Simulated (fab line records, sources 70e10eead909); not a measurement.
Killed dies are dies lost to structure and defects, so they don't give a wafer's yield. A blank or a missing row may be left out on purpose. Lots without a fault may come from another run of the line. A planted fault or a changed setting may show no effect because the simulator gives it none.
Chamber matching | flow nand_harc | NHARC_A_BLC_ALD_23 on ald_metal-01: 4 sister chambers
The step deposits TiN, target thk 3 nm, pulse time 1 s, ald cycles 150. 4 wafers are shown with their chamber, then 7 later ones without.

WAFERS WITH THEIR CHAMBER
wafer  | chamber | heater_power_w (W)
L522.3 | 0       | 972
L522.4 | 1       | 1334
L521.3 | 3       | 1266
L521.5 | 2       | 1060

WAFERS WITHOUT THEIR CHAMBER
wafer  | heater_power_w (W)
L521.6 | 1312
L526.1 | 1051
L526.4 | 1251
L526.6 | 1275
L529.3 | 969
L529.4 | 1292
L529.6 | 1295

WHICH CHAMBER EACH WENT THROUGH
wafer  | from the rows above     | in truth
L521.6 | can't be placed: 1 or 3 | 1
L526.1 | 2                       | 2
L526.4 | 3                       | 3
L526.6 | 3                       | 3
L529.3 | 0                       | 0
L529.4 | can't be placed: 3 or 1 | 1
L529.6 | can't be placed: 3 or 1 | 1
Placed correctly: 4 of 7. Can't be placed from these rows: 3 (the true chamber is among the candidates in 3). Placed wrongly: 0.
How it was worked out, from the rows above alone: a wafer's distance from a chamber is the root of the sum, over the readings, of the square of ((its reading less the chamber's mean) divided by the reading's scatter). The wafer belongs to the nearest chamber; if the next one is less than 2 further off, it can't be placed. A chamber's mean is the mean of its shown wafers. The scatter: with one shown wafer a chamber, the root of the mean of the squares of how far each hidden wafer lies from its nearest shown one.
